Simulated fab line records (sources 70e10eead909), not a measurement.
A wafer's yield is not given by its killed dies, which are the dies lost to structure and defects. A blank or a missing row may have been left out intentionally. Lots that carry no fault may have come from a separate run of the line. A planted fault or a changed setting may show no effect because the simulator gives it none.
The tool behind it: which one? / flow nandHarc / 6 lots with 18 wafers sampled at 5 steps, on a route of 1159 steps

WHAT THE GAUGES SHOWED, per wafer
NHARC_END_SORT_01.
lot=L961; measured=day 23 15:43; on=prober-02; killedAtArray=46 51 56

EACH LOT AND THE TOOL THAT RAN IT (in order: tool; ch and the chambers of the sampled wafers; start)
lot=L944; NHARC_A_WL_FILL_ETCHBACK_05=rieMetal-02 ch 1, day 15 13:13; NHARC_A_WL_FILL_ALD_19=aldMetal-04 ch 1,2,3, day 16 04:45; NHARC_A_CONTACT_SOFTBAKE_37=lithoTrack-04 ch 0, day 16 15:00; NHARC_A_CONTACT_ETCH_114=harCapEtch-03 ch 1, day 16 17:56
lot=L948; NHARC_A_WL_FILL_ETCHBACK_05=rieMetal-03 ch 0,1, day 15 15:59; NHARC_A_WL_FILL_ALD_19=aldMetal-03 ch 0,2, day 16 08:01; NHARC_A_CONTACT_SOFTBAKE_37=lithoTrack-04 ch 0, day 16 18:00; NHARC_A_CONTACT_ETCH_114=harCapEtch-02 ch 0,1, day 16 20:48
lot=L953; NHARC_A_WL_FILL_ETCHBACK_05=rieMetal-02 ch 0,1, day 17 13:58; NHARC_A_WL_FILL_ALD_19=aldMetal-03 ch 0,2,3, day 18 07:31; NHARC_A_CONTACT_SOFTBAKE_37=lithoTrack-04 ch 0, day 18 20:00; NHARC_A_CONTACT_ETCH_114=harCapEtch-03 ch 0,1, day 18 22:45
lot=L956; NHARC_A_WL_FILL_ETCHBACK_05=rieMetal-02 ch 0,1, day 18 07:01; NHARC_A_WL_FILL_ALD_19=aldMetal-03 ch 0,1,3, day 19 00:36; NHARC_A_CONTACT_SOFTBAKE_37=lithoTrack-04 ch 0, day 19 12:00; NHARC_A_CONTACT_ETCH_114=harCapEtch-03 ch 0,1, day 19 14:52
lot=L961; NHARC_A_WL_FILL_ETCHBACK_05=rieMetal-01 ch 0,1, day 19 01:42; NHARC_A_WL_FILL_ALD_19=aldMetal-04 ch 2,3, day 19 19:19; NHARC_A_CONTACT_SOFTBAKE_37=lithoTrack-01 ch 0, day 20 06:00; NHARC_A_CONTACT_ETCH_114=harCapEtch-03 ch 0,1, day 20 08:44
lot=L965; NHARC_A_WL_FILL_ETCHBACK_05=rieMetal-01 ch 0,1, day 20 05:41; NHARC_A_WL_FILL_ALD_19=aldMetal-03 ch 0,1,3, day 20 20:23; NHARC_A_CONTACT_SOFTBAKE_37=lithoTrack-06 ch 0, day 21 12:00; NHARC_A_CONTACT_ETCH_114=harCapEtch-01 ch 0,1, day 21 14:28
- NHARC_A_WL_FILL_ETCHBACK_05: etches the open film in Cl2/BCl3, target depth 22 nm, time 60 s.
- NHARC_A_WL_FILL_ALD_19: deposits TiN, target thk 2 nm, pulse time 3 s, ald cycles 100.
- NHARC_A_CONTACT_SOFTBAKE_37: time 55 s.
- NHARC_A_CONTACT_ETCH_114: etches the open film in C4F8/O2/Ar, time 94 s, target depth 922 nm.

THE ANSWER, worked out from the rows above alone
Rule: the usual values come from the lots themselves. The widest of any qualifying gaps counts: lots, ordered by their means at a reading, are off when they make up no more than a third of the lots, leave a main group of 4 or more, and stand apart from it by 3 or more times the standard deviation of that group's means. The tables above print the reading to a certain number of digits; a main group whose means all agree to those digits is not used. A lot without any number at a reading at which 4 lots or more have one is off too. Any other lot the step has rows for is counted as sound.
None of the lots is off at any reading shown; this tells nothing.

WHAT WAS PUT IN BY THE SIMULATOR
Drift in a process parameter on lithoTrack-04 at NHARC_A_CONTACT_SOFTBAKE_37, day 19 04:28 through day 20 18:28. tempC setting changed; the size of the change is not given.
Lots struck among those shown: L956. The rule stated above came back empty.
